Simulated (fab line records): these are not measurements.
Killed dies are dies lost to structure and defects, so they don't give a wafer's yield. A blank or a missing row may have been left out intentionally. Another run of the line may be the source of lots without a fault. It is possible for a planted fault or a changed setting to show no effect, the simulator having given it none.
A struck lot beside a sound one | flow n5-finfet | 15 out of 1938 route steps
Sound: wafers L753.2, L753.5, L753.6. Struck: wafer L763.1 (left out: L763.5, L763.6 of the same lot, which were not struck); the cause appears at the end.
At each step with rows: each side's tool, then ch and its chambers, then its first start. Under that, the readings that differ: sound wafers | struck wafers | difference of the means | sigmas: that difference in standard deviations of wafers without a fault.
alike: same words and numbers on both sides, and readings whose means sit less than 2 such deviations apart. not compared: any withheld reading, any reading some wafer has no value for, any bound like >300 that may hide the same value, and any number with overlapping values for which the record gives no deviation.
A row with sigmas, a row that says differs or no value, or rows on one side alone: a step with any of these is where the two part. Non-overlapping numbers with no deviation appear without sigmas and do not part them. Lack of a reading on every wafer of one side parts them only where that side has two or more wafers.

N5_BEOL_M6_OVL_MEAS_29:
  sound on overlay-01 ch 0, day 9 08:52; struck on overlay-01 ch 0, day 12 13:28
  alike: V5_OVL
N5_BEOL_M6_INSPECT_30: inspects for defects (brightfield).
  sound on defect-inspect-01 at day 9 08:55; struck on defect-inspect-02 at day 12 13:31
  alike: raw-defect-count
then, 2 steps without rows for these wafers: N5_BEOL_M6_DESCUM_33 (chemistry O2, time 7 s); N5_BEOL_M6_ETCH_72 (etches underlayer in N2/H2, target depth 6.5 nm, time 5.2 s).
N5_BEOL_M6_ETCH_65: etches SiARC in CF4, target depth 15.6 nm, time 26 s.
  sound on rie-diel-06 ch 1,2,3, day 9 09:00; struck on rie-diel-01 ch 3, day 12 13:37
  alike: bias-w, drypump-motor-current-A, etch-rf-on-time-s, oes-product-au, rf-vpp-V, showerhead-plenum-p-Torr, throttle-valve-pct
  not compared: rf-hours-counter-h
N5_BEOL_M6_ETCH_66: etches SOC in N2/H2, target depth 80 nm, overetch 16 nm, time 120 s.
  sound on rie-diel-06 ch 1,2,3, day 9 09:02; struck on rie-diel-01 ch 3, day 12 13:38
  alike: bias-w, drypump-motor-current-A, oes-product-au, rf-vpp-V, showerhead-plenum-p-Torr, temp-c, throttle-valve-pct
  not compared: rf-hours-counter-h
then, 2 steps without rows for these wafers: N5_BEOL_M6_STRIP_69 (strips in N2/H2); N5_BEOL_M6_STRIP_73 (strips in N2/H2).
N5_BEOL_M6_VIA_ETCH_34: etches SiCOH lowk in C4F6/O2, target depth 126.3 nm, time 50.9 s.
  sound on rie-diel-06 ch 1,2,3, day 9 09:08; struck on rie-diel-01 ch 3, day 12 13:44
  alike: bias-w, drypump-motor-current-A, oes-product-au, rf-vpp-V, showerhead-plenum-p-Torr, throttle-valve-pct
  not compared: rf-hours-counter-h
then, 1 step without rows for these wafers: N5_BEOL_M6_STRIP_76 (strips in C4F6/O2).
N5_BEOL_M6_STRIP_36: strips in N2/H2.
  sound on rie-diel-06 ch 1,2,3, day 9 09:11; struck on rie-diel-01 ch 3, day 12 13:47
  alike: drypump-motor-current-A, oes-product-au, rf-vpp-V, showerhead-plenum-p-Torr, temp-c, throttle-valve-pct
  not compared: rf-hours-counter-h
N5_BEOL_M6_TRENCH_ETCH_37: etches SiCOH lowk in C4F6/O2, target depth 94.435 nm, time 31.5 s.
  sound on rie-diel-06 ch 1,2,3; struck on rie-diel-01 ch 3
  alike: bias-w, drypump-motor-current-A, oes-product-au, rf-vpp-V, showerhead-plenum-p-Torr, throttle-valve-pct
  not compared: rf-hours-counter-h
N5_BEOL_M6_ETCH_41: etches SiCN in CH3F/O2, target depth 29.7 nm, time 52 s.
  sound on rie-diel-06 ch 1,2,3, day 9 09:15; struck on rie-diel-01 ch 3, day 12 13:52
  reading                  | sound             | struck | difference | sigmas
  oes-product-au (a.u.)    | 0.87 0.87 0.72    | 0.93   | +0.11      | +2
  model.etch.depth-nm (nm) | 20.02 19.92 19.37 | 26.09  | +6.32      |
  alike: bias-w, drypump-motor-current-A, rf-vpp-V, showerhead-plenum-p-Torr, throttle-valve-pct
  not compared: rf-hours-counter-h
then, 1 step without rows for these wafers: N5_BEOL_M6_STRIP_80 (strips in N2/H2, time 10 s).
-- here the record skips 3 days between the struck wafers' starts before and after, leaving off in module BEOL_M6 and picking up in module PASSIVATION (first step shown: number 1936 of the route) --
N5_PASSIVATION_PROBE_49:
  only the struck wafers here have rows in the record (prober-02, day 15 18:53); the sound ones have none

WHERE THEY PART
At N5_BEOL_M6_ETCH_41 first; at N5_PASSIVATION_PROBE_49 last (within this record only).

WHY: what the simulator had put in
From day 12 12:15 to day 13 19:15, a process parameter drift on rie-diel-01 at N5_BEOL_M6_ETCH_41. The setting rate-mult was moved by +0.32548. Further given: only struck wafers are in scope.
